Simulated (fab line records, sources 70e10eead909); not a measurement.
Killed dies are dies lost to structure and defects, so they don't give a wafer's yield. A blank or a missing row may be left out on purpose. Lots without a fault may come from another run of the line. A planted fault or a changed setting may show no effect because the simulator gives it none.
Which tool did it? | flow nand_harc | 24 lots, 72 wafers sampled, at 6 steps of a route of 1302

WHAT THE GAUGES READ, wafer by wafer
The record holds no reading of a measuring or inspecting step that can be judged against a usual standard deviation.

WHICH TOOL RAN EACH LOT (tool, then ch and the chambers of the sampled wafers, then the start)
lot  | NHARC_A_CHANNEL_FILL_D2_STRIP_28   | NHARC_A_STAIRCASE_ETCH_192                    | NHARC_A_STAIRCASE_TRIM_222                    | NHARC_A_STAIRCASE_STRIP_254          | NHARC_A_STAIRCASE_HM_DEP_459  | NHARC_A_STAIRCASE_ETCH_292
L074 | rie_diel-06 ch 0,1,3, day 14 22:53 | rie_diel-11 ch 0,2, day 16 13:49 or earlier   | rie_diel-11 ch 0,1,2, day 16 13:49 or earlier | plasma_asher-01 ch 0,1, day 16 13:49 | acl_dep-03 ch 0, day 17 05:28 | rie_diel-11 ch 0,2,3, day 17 08:25
L075 | rie_diel-07 ch 0,3, day 14 22:53   | rie_diel-08 ch 0,1,2, day 16 12:59 or earlier | rie_diel-11 ch 1,2, day 16 12:59 or earlier   | plasma_asher-02 ch 0,1, day 16 12:59 | acl_dep-01 ch 0, day 17 04:40 | rie_diel-11 ch 1,2,3, day 17 07:06
L076 | rie_diel-06 ch 0,2,3, day 15 05:14 | rie_diel-11 ch 0,1,2, day 16 20:27 or earlier | rie_diel-13 ch 0,2,3, day 16 20:27 or earlier | plasma_asher-01 ch 0,1, day 16 20:27 | acl_dep-01 ch 0, day 17 09:08 | rie_diel-13 ch 1,2,3, day 17 12:04
L077 | rie_diel-06 ch 0,2, day 15 16:03   | rie_diel-13 ch 0,3, day 17 11:15 or earlier   | rie_diel-11 ch 0,1,3, day 17 11:15 or earlier | plasma_asher-02 ch 0,1, day 17 11:15 | acl_dep-02 ch 0, day 17 19:10 | rie_diel-11 ch 0,2,3, day 17 21:48
L078 | rie_diel-07 ch 2,3, day 16 17:50   | rie_diel-08 ch 1,2,3, day 18 07:36 or earlier | rie_diel-11 ch 2,3, day 18 07:36 or earlier   | plasma_asher-01 ch 0,1, day 18 07:36 | acl_dep-02 ch 0, day 18 14:38 | rie_diel-08 ch 0,1,2, day 18 17:11
L079 | rie_diel-06 ch 0,2, day 16 17:52   | rie_diel-08 ch 0,2,3, day 18 13:22 or earlier | rie_diel-11 ch 2,3, day 18 13:22 or earlier   | plasma_asher-01 ch 0,1, day 18 13:22 | acl_dep-03 ch 0, day 19 00:31 | rie_diel-08 ch 0,1, day 19 02:50
L080 | rie_diel-07 ch 0,1, day 17 12:33   | rie_diel-13 ch 0,1,3, day 19 05:56 or earlier | rie_diel-11 ch 1,2,3, day 19 05:56 or earlier | plasma_asher-01 ch 0,1, day 19 05:56 | acl_dep-02 ch 0, day 19 16:54 | rie_diel-13 ch 2,3, day 19 19:14
L082 | rie_diel-06 ch 1,2,3, day 17 12:34 | rie_diel-11 ch 0,1, day 19 04:40 or earlier   | rie_diel-13 ch 0,3, day 19 04:40 or earlier   | plasma_asher-01 ch 0,1, day 19 04:40 | acl_dep-03 ch 0, day 19 15:44 | rie_diel-08 ch 0,2,3, day 19 18:48
L081 | rie_diel-06 ch 0,1,3, day 18 04:22 | rie_diel-13 ch 0,1,2, day 20 01:04 or earlier | rie_diel-13 ch 1,2,3, day 20 01:04 or earlier | plasma_asher-02 ch 0,1, day 20 01:04 | acl_dep-01 ch 0, day 20 13:14 | rie_diel-08 ch 0,1,2, day 20 16:31
L083 | rie_diel-07 ch 0,2,3, day 18 20:16 | rie_diel-13 ch 0,1,3, day 20 10:43 or earlier | rie_diel-11 ch 0,3, day 20 10:43 or earlier   | plasma_asher-01 ch 0,1, day 20 10:43 | acl_dep-01 ch 0, day 20 20:03 | rie_diel-11 ch 0,1,3, day 20 23:13
L084 | rie_diel-07 ch 0,1,3, day 19 03:17 | rie_diel-08 ch 1,3, day 20 18:15 or earlier   | rie_diel-08 ch 1,3, day 20 18:15 or earlier   | plasma_asher-02 ch 0,1, day 20 18:15 | acl_dep-01 ch 0, day 21 01:19 | rie_diel-13 ch 1,3, day 21 04:15
L085 | rie_diel-06 ch 0,1,2, day 19 03:17 | rie_diel-11 ch 0,1,2, day 20 17:03 or earlier | rie_diel-13 ch 0,1,2, day 20 17:03 or earlier | plasma_asher-02 ch 0,1, day 20 17:03 | acl_dep-02 ch 0, day 21 00:43 | rie_diel-08 ch 0,2,3, day 21 03:38
L086 | rie_diel-06 ch 0,1, day 20 02:30   | rie_diel-13 ch 0,2, day 21 16:47 or earlier   | rie_diel-13 ch 2,3, day 21 16:47 or earlier   | plasma_asher-01 ch 0,1, day 21 16:47 | acl_dep-01 ch 0, day 22 02:56 | rie_diel-08 ch 1,2,3, day 22 05:52
L087 | rie_diel-06 ch 0,2,3, day 20 17:06 | rie_diel-13 ch 0,1,3, day 22 07:47 or earlier | rie_diel-11 ch 1,2,3, day 22 07:47 or earlier | plasma_asher-01 ch 0,1, day 22 07:47 | acl_dep-01 ch 0, day 22 15:49 | rie_diel-11 ch 0,1,3, day 22 18:52
L088 | rie_diel-09 ch 0,1,3, day 20 17:06 | rie_diel-11 ch 1,2,3, day 22 08:49 or earlier | rie_diel-13 ch 0,1,2, day 22 08:49 or earlier | plasma_asher-02 ch 1, day 22 08:49   | acl_dep-02 ch 0, day 22 17:55 | rie_diel-11 ch 2,3, day 22 21:11
L089 | rie_diel-07 ch 1,3, day 21 04:28   | rie_diel-11 ch 0,2,3, day 22 19:08 or earlier | rie_diel-08 ch 1,2, day 22 19:08 or earlier   | plasma_asher-02 ch 0,1, day 22 19:08 | acl_dep-02 ch 0, day 23 02:31 | rie_diel-08 ch 0,2,3, day 23 04:59
L091 | rie_diel-09 ch 1,2,3, day 21 04:29 | rie_diel-08 ch 0,3, day 22 18:29 or earlier   | rie_diel-13 ch 1,2, day 22 18:29 or earlier   | plasma_asher-02 ch 0,1, day 22 18:29 | acl_dep-01 ch 0, day 23 01:50 | rie_diel-11 ch 0,1,3, day 23 04:45
L090 | rie_diel-07 ch 0,2,3, day 21 08:37 | rie_diel-08 ch 1,2,3, day 23 02:39 or earlier | rie_diel-11 ch 1,2,3, day 23 02:39 or earlier | plasma_asher-02 ch 0,1, day 23 02:39 | acl_dep-01 ch 0, day 23 09:33 | rie_diel-08 ch 0,2,3, day 23 12:23
L092 | rie_diel-07 ch 1,2,3, day 21 20:55 | rie_diel-13 ch 0,2,3, day 23 11:37 or earlier | rie_diel-13 ch 0,1,2, day 23 11:37 or earlier | plasma_asher-01 ch 0,1, day 23 11:37 | acl_dep-02 ch 0, day 23 19:18 | rie_diel-13 ch 0,2,3, day 23 22:19
L094 | rie_diel-06 ch 0,1,3, day 22 23:09 | rie_diel-08 ch 0,3, day 24 14:07 or earlier   | rie_diel-08 ch 0,2, day 24 14:07 or earlier   | plasma_asher-01 ch 0,1, day 24 14:07 | acl_dep-01 ch 0, day 24 22:36 | rie_diel-13 ch 0,1,2, day 25 01:35
L095 | rie_diel-07 ch 0,1, day 22 23:10   | rie_diel-13 ch 0,1,2, day 24 13:13 or earlier | rie_diel-13 ch 0,1,3, day 24 13:13 or earlier | plasma_asher-01 ch 0,1, day 24 13:13 | acl_dep-01 ch 0, day 24 19:46 | rie_diel-13 ch 1,2, day 24 22:35
L093 | rie_diel-06 ch 1,2,3, day 23 03:49 | rie_diel-11 ch 1,2,3, day 24 19:01 or earlier | rie_diel-13 ch 1,2, day 24 19:01 or earlier   | plasma_asher-01 ch 0,1, day 24 19:01 | acl_dep-02 ch 0, day 25 05:04 | rie_diel-08 ch 1,2, day 25 07:42
L096 | rie_diel-06 ch 1,2, day 23 14:49   | rie_diel-13 ch 1,2, day 25 11:07 or earlier   | rie_diel-08 ch 0,2, day 25 11:07 or earlier   | plasma_asher-01 ch 0,1, day 25 11:07 | acl_dep-02 ch 0, day 26 01:28 | rie_diel-11 ch 0,3, day 26 04:27
L097 | rie_diel-09 ch 0,2, day 24 04:37   | rie_diel-11 ch 0,1,3, day 25 19:53 or earlier | rie_diel-13 ch 1,2, day 25 19:53 or earlier   | plasma_asher-02 ch 0,1, day 25 19:53 | acl_dep-03 ch 0, day 26 06:11 | rie_diel-11 ch 2,3, day 26 09:11
- NHARC_A_CHANNEL_FILL_D2_STRIP_28: strips in O2, time 20 s.
- NHARC_A_STAIRCASE_ETCH_192: etches the open film in C4F8/O2, target depth 100 nm, time 40.5 s.
- NHARC_A_STAIRCASE_TRIM_222: chemistry O2, time 211.2 s.
- NHARC_A_STAIRCASE_STRIP_254: strips in O2.
- NHARC_A_STAIRCASE_HM_DEP_459: deposits aC, target thk 1500 nm.
- NHARC_A_STAIRCASE_ETCH_292: etches the open film in CF4/CHF3.

WHAT THE TOOLS THEMSELVES READ (means of the sampled wafers that have a number; where no wafer has one, the mark that the record gives instead)
NHARC_A_CHANNEL_FILL_D2_STRIP_28. Usual: drypump_motor_current_A 5.9 A, standard deviation 0.58; oes_product_au 1.002 a.u., standard deviation 0.011; rf_vpp_V 57.8 V, standard deviation 0.79; showerhead_plenum_p_Torr 3.56 Torr, standard deviation 0.15; throttle_valve_pct 17.036 %, standard deviation 0.0092.
lot  | tool        | drypump_motor_current_A (A) | oes_product_au (a.u.) | rf_vpp_V (V) | showerhead_plenum_p_Torr (Torr) | throttle_valve_pct (%) | flag
L074 | rie_diel-06 | 6.2                         | 1.003                 | 57.9         | 3.59                            | 17.040                 |
L075 | rie_diel-07 | 5.1                         | 1.004                 | 57.6         | 3.72                            | 17.051                 |
L076 | rie_diel-06 | 6.4                         | 1.008                 | 57.9         | 3.50                            | 17.029                 |
L077 | rie_diel-06 | 6.6                         | 1.006                 | 58.2         | 3.51                            | 17.035                 |
L078 | rie_diel-07 | 6.0                         | 0.992                 | 58.5         | 3.62                            | 17.032                 |
L079 | rie_diel-06 | 6.6                         | 1.008                 | 57.8         | 3.61                            | 17.032                 |
L080 | rie_diel-07 | 5.2                         | 1.003                 | 57.9         | 3.57                            | 17.036                 |
L082 | rie_diel-06 | 6.3                         | 0.999                 | 57.4         | 3.50                            | 17.038                 |
L081 | rie_diel-06 | 6.2                         | 0.998                 | 57.9         | 3.59                            | 17.035                 |
L083 | rie_diel-07 | 5.5                         | 0.994                 | 58.1         | 3.65                            | 17.039                 |
L084 | rie_diel-07 | 5.2                         | 1.008                 | 58.1         | 3.61                            | 17.033                 |
L085 | rie_diel-06 | 6.4                         | 1.003                 | 58.1         | 3.61                            | 17.036                 |
L086 | rie_diel-06 | 6.3                         | 0.986                 | 58.4         | 3.70                            | 17.025                 |
L087 | rie_diel-06 | 6.4                         | 1.002                 | 57.7         | 3.50                            | 17.044                 |
L088 | rie_diel-09 | 5.8                         | 1.000                 | 57.5         | 3.53                            | 17.039                 |
L089 | rie_diel-07 | 5.3                         | 1.007                 | 57.8         | 3.55                            | 17.039                 |
L091 | rie_diel-09 | 6.0                         | 1.007                 | 57.1         | 3.37                            | 17.032                 |
L090 | rie_diel-07 | 5.6                         | 1.006                 | 58.0         | 3.65                            | 17.027                 |
L092 | rie_diel-07 | 5.7                         | 1.007                 | 57.9         | 3.58                            | 17.036                 |
L094 | rie_diel-06 | 6.2                         | 1.001                 | 58.1         | 3.59                            | 17.044                 |
L095 | rie_diel-07 | 5.3                         | 1.011                 | 58.0         | 3.51                            | 17.035                 |
L093 | rie_diel-06 | 6.2                         | 0.998                 | 57.3         | 3.50                            | 17.030                 |
L096 | rie_diel-06 | 6.5                         | 1.008                 | 57.9         | 3.51                            | 17.041                 |
L097 | rie_diel-09 | 5.5                         | 1.003                 | 58.8         | 3.75                            | 17.033                 |

NHARC_A_STAIRCASE_ETCH_192. Usual: bias_w 1000 W, standard deviation 3; oes_product_au 0.942 a.u., standard deviation 0.009; rf_vpp_V 896 V, standard deviation 6.
lot  | tool        | bias_w (W) | oes_product_au (a.u.) | rf_vpp_V (V) | flag
L074 | rie_diel-11 | 1000       | 0.938                 | 890          |
L075 | rie_diel-08 | 998        | 0.951                 | 892          |
L076 | rie_diel-11 | 999        | 0.945                 | 892          |
L077 | rie_diel-13 | 998        | 0.935                 | 897          |
L078 | rie_diel-08 | 997        | 0.952                 | 898          |
L079 | rie_diel-08 | 1000       | 0.948                 | 902          |
L080 | rie_diel-13 | 1001       | 0.944                 | 894          |
L082 | rie_diel-11 | 1002       | 0.938                 | 890          |
L081 | rie_diel-13 | 1001       | 0.951                 | 896          |
L083 | rie_diel-13 | 1004       | 0.943                 | 894          |
L084 | rie_diel-08 | 1000       | 0.944                 | 896          |
L085 | rie_diel-11 | 997        | 0.946                 | 891          |
L086 | rie_diel-13 | 1001       | 0.949                 | 902          |
L087 | rie_diel-13 | 1002       | 0.940                 | 894          |
L088 | rie_diel-11 | 1000       | 0.934                 | 894          |
L089 | rie_diel-11 | 998        | 0.942                 | 892          |
L091 | rie_diel-08 | 1002       | 0.942                 | 904          |
L090 | rie_diel-08 | 996        | 0.934                 | 898          |
L092 | rie_diel-13 | 999        | 0.940                 | 899          |
L094 | rie_diel-08 | 997        | 0.937                 | 904          |
L095 | rie_diel-13 | 999        | 0.949                 | 895          |
L093 | rie_diel-11 | 1000       | 0.940                 | 894          |
L096 | rie_diel-13 | 998        | 0.940                 | 893          |
L097 | rie_diel-11 | 1000       | 0.929                 | 892          |

NHARC_A_STAIRCASE_TRIM_222. Usual: drypump_motor_current_A 6.0 A, standard deviation 0.5; oes_product_au 1.001 a.u., standard deviation 0.0095; rf_vpp_V 57.8 V, standard deviation 0.91; showerhead_plenum_p_Torr 3.52 Torr, standard deviation 0.15; throttle_valve_pct 17.036 %, standard deviation 0.0092.
lot  | tool        | drypump_motor_current_A (A) | oes_product_au (a.u.) | rf_vpp_V (V) | showerhead_plenum_p_Torr (Torr) | throttle_valve_pct (%) | flag
L074 | rie_diel-11 | 6.3                         | 0.996                 | 57.7         | 3.42                            | 17.050                 |
L075 | rie_diel-11 | 6.3                         | 1.000                 | 57.6         | 3.46                            | 17.040                 |
L076 | rie_diel-13 | 5.6                         | 0.999                 | 57.9         | 3.63                            | 17.039                 |
L077 | rie_diel-11 | 6.2                         | 1.004                 | 57.7         | 3.45                            | 17.033                 |
L078 | rie_diel-11 | 6.4                         | 1.013                 | 58.1         | 3.50                            | 17.036                 |
L079 | rie_diel-11 | 6.3                         | 0.998                 | 58.3         | 3.54                            | 17.034                 |
L080 | rie_diel-11 | 6.3                         | 1.004                 | 58.0         | 3.49                            | 17.038                 |
L082 | rie_diel-13 | 5.3                         | 1.005                 | 58.2         | 3.52                            | 17.041                 |
L081 | rie_diel-13 | 6.2                         | 1.003                 | 57.3         | 3.56                            | 17.035                 |
L083 | rie_diel-11 | 6.2                         | 1.007                 | 58.1         | 3.40                            | 17.039                 |
L084 | rie_diel-08 | 6.4                         | 1.004                 | 58.4         | 3.54                            | 17.027                 |
L085 | rie_diel-13 | 5.9                         | 1.011                 | 57.7         | 3.53                            | 17.034                 |
L086 | rie_diel-13 | 6.0                         | 1.001                 | 57.8         | 3.71                            | 17.031                 |
L087 | rie_diel-11 | 6.3                         | 0.997                 | 57.4         | 3.48                            | 17.030                 |
L088 | rie_diel-13 | 5.9                         | 1.004                 | 57.3         | 3.53                            | 17.039                 |
L089 | rie_diel-08 | 5.8                         | 1.003                 | 57.8         | 3.50                            | 17.033                 |
L091 | rie_diel-13 | 6.4                         | 1.000                 | 57.0         | 3.46                            | 17.034                 |
L090 | rie_diel-11 | 6.3                         | 0.994                 | 57.8         | 3.48                            | 17.035                 |
L092 | rie_diel-13 | 5.9                         | 1.006                 | 57.6         | 3.52                            | 17.035                 |
L094 | rie_diel-08 | 5.1                         | 1.007                 | 58.3         | 3.69                            | 17.031                 |
L095 | rie_diel-13 | 5.8                         | 0.992                 | 58.4         | 3.44                            | 17.034                 |
L093 | rie_diel-13 | 6.2                         | 1.010                 | 58.5         | 3.61                            | 17.026                 |
L096 | rie_diel-08 | 5.3                         | 1.001                 | 58.1         | 3.61                            | 17.037                 |
L097 | rie_diel-13 | 6.2                         | 1.003                 | 58.3         | 3.61                            | 17.029                 |

NHARC_A_STAIRCASE_STRIP_254. Usual: drypump_motor_current_A 5.6 A, standard deviation 0.52; heater_power_w 316 W, standard deviation 15.
lot  | tool            | drypump_motor_current_A (A) | heater_power_w (W) | flag
L074 | plasma_asher-01 | 5.9                         | 319                |
L075 | plasma_asher-02 | 5.1                         | 309                |
L076 | plasma_asher-01 | 5.9                         | 320                |
L077 | plasma_asher-02 | 5.1                         | 303                |
L078 | plasma_asher-01 | 5.9                         | 318                |
L079 | plasma_asher-01 | 5.9                         | 315                |
L080 | plasma_asher-01 | 5.9                         | 321                |
L082 | plasma_asher-01 | 5.9                         | 319                |
L081 | plasma_asher-02 | 5.1                         | 296                |
L083 | plasma_asher-01 | 5.9                         | 321                |
L084 | plasma_asher-02 | 5.1                         | 305                |
L085 | plasma_asher-02 | 5.1                         | 301                |
L086 | plasma_asher-01 | 6.1                         | 323                |
L087 | plasma_asher-01 | 5.9                         | 314                |
L088 | plasma_asher-02 | 5.2                         | 306                |
L089 | plasma_asher-02 | 5.1                         | 300                |
L091 | plasma_asher-02 | 5.1                         | 301                |
L090 | plasma_asher-02 | 5.1                         | 298                |
L092 | plasma_asher-01 | 5.9                         | 340                |
L094 | plasma_asher-01 | 5.9                         | 340                |
L095 | plasma_asher-01 | 6.1                         | 339                |
L093 | plasma_asher-01 | 5.9                         | 338                |
L096 | plasma_asher-01 | 6.1                         | 339                |
L097 | plasma_asher-02 | 5.0                         | 301                |

NHARC_A_STAIRCASE_HM_DEP_459. Usual: throttle_valve_pct 34.999 %, standard deviation 0.0092.
lot  | tool       | throttle_valve_pct (%) | flag
L074 | acl_dep-03 | 34.995                 |
L075 | acl_dep-01 | 35.006                 |
L076 | acl_dep-01 | 35.002                 |
L077 | acl_dep-02 | 34.995                 |
L078 | acl_dep-02 | 35.002                 |
L079 | acl_dep-03 | 34.997                 |
L080 | acl_dep-02 | 35.001                 |
L082 | acl_dep-03 | 35.002                 |
L081 | acl_dep-01 | 35.014                 |
L083 | acl_dep-01 | 34.997                 |
L084 | acl_dep-01 | 34.999                 |
L085 | acl_dep-02 | 35.001                 |
L086 | acl_dep-01 | 34.997                 |
L087 | acl_dep-01 | 34.995                 |
L088 | acl_dep-02 | 34.997                 |
L089 | acl_dep-02 | 34.999                 |
L091 | acl_dep-01 | 34.992                 |
L090 | acl_dep-01 | 34.995                 |
L092 | acl_dep-02 | 35.004                 |
L094 | acl_dep-01 | 34.989                 |
L095 | acl_dep-01 | 35.000                 |
L093 | acl_dep-02 | 34.989                 |
L096 | acl_dep-02 | 35.002                 |
L097 | acl_dep-03 | 34.999                 |

NHARC_A_STAIRCASE_ETCH_292. Usual: bias_w 200.0 W, standard deviation 0.58; drypump_motor_current_A 6.0 A, standard deviation 0.54; oes_product_au 0.932 a.u., standard deviation 0.017; rf_vpp_V 370.9 V, standard deviation 2.6; showerhead_plenum_p_Torr 1.58 Torr, standard deviation 0.075; throttle_valve_pct 16.801 %, standard deviation 0.01.
lot  | tool        | bias_w (W) | drypump_motor_current_A (A) | oes_product_au (a.u.) | rf_vpp_V (V) | showerhead_plenum_p_Torr (Torr) | throttle_valve_pct (%) | flag
L074 | rie_diel-11 | 199.9      | 6.3                         | 0.921                 | 369.6        | 1.54                            | 16.793                 |
L075 | rie_diel-11 | 199.7      | 6.3                         | 0.932                 | 370.0        | 1.56                            | 16.802                 |
L076 | rie_diel-13 | 200.3      | 6.1                         | 0.923                 | 370.8        | 1.59                            | 16.806                 |
L077 | rie_diel-11 | 200.2      | 6.3                         | 0.964                 | 369.5        | 1.54                            | 16.802                 |
L078 | rie_diel-08 | 199.6      | 5.6                         | 0.972                 | 372.0        | 1.61                            | 16.794                 |
L079 | rie_diel-08 | 199.3      | 5.9                         | 0.931                 | 371.5        | 1.58                            | 16.807                 |
L080 | rie_diel-13 | 199.9      | 5.9                         | 0.932                 | 373.1        | 1.66                            | 16.801                 |
L082 | rie_diel-08 | 200.0      | 5.6                         | 0.929                 | 373.1        | 1.65                            | 16.799                 |
L081 | rie_diel-08 | 199.8      | 5.6                         | 0.946                 | 371.5        | 1.60                            | 16.799                 |
L083 | rie_diel-11 | 200.1      | 6.2                         | 0.925                 | 369.0        | 1.53                            | 16.804                 |
L084 | rie_diel-13 | 200.3      | 6.1                         | 0.926                 | 369.8        | 1.55                            | 16.802                 |
L085 | rie_diel-08 | 200.0      | 5.5                         | 0.925                 | 373.2        | 1.65                            | 16.806                 |
L086 | rie_diel-08 | 200.2      | 6.1                         | 0.916                 | 370.9        | 1.59                            | 16.791                 |
L087 | rie_diel-11 | 199.8      | 6.2                         | 0.927                 | 369.0        | 1.53                            | 16.810                 |
L088 | rie_diel-11 | 200.7      | 6.3                         | 0.918                 | 370.7        | 1.57                            | 16.806                 |
L089 | rie_diel-08 | 200.5      | 5.5                         | 0.919                 | 372.8        | 1.64                            | 16.808                 |
L091 | rie_diel-11 | 200.5      | 6.2                         | 0.914                 | 369.4        | 1.53                            | 16.805                 |
L090 | rie_diel-08 | 200.5      | 5.5                         | 0.922                 | 372.5        | 1.64                            | 16.800                 |
L092 | rie_diel-13 | 200.5      | 5.7                         | 0.961                 | 371.2        | 1.61                            | 16.792                 |
L094 | rie_diel-13 | 199.9      | 5.9                         | 0.922                 | 370.1        | 1.57                            | 16.808                 |
L095 | rie_diel-13 | 199.4      | 6.2                         | 0.958                 | 371.3        | 1.61                            | 16.800                 |
L093 | rie_diel-08 | 200.0      | 6.2                         | 0.933                 | 369.4        | 1.54                            | 16.805                 |
L096 | rie_diel-11 | 200.0      | 6.1                         | 0.918                 | 370.3        | 1.54                            | 16.802                 |
L097 | rie_diel-11 | 199.9      | 6.4                         | 0.943                 | 369.6        | 1.55                            | 16.795                 |

THE ANSWER, worked out from the rows above alone
Rule: a lot is off if the mean of its wafers that have a number lies more than 3 standard deviations from the usual mean. A lot without any number at a reading at which 4 lots or more have one is off too. The other lots that the step has rows for count as sound. The gauges are gone through in route order, then the tools' own readings, and for those a lot's mean is taken as printed above. The first step at which some lot is off is used, and at that step the reading that is off furthest; a lot without a number counts as furthest.
No lot is off at any reading shown: from this, nothing can be told.

WHAT THE SIMULATOR HAD PUT IN
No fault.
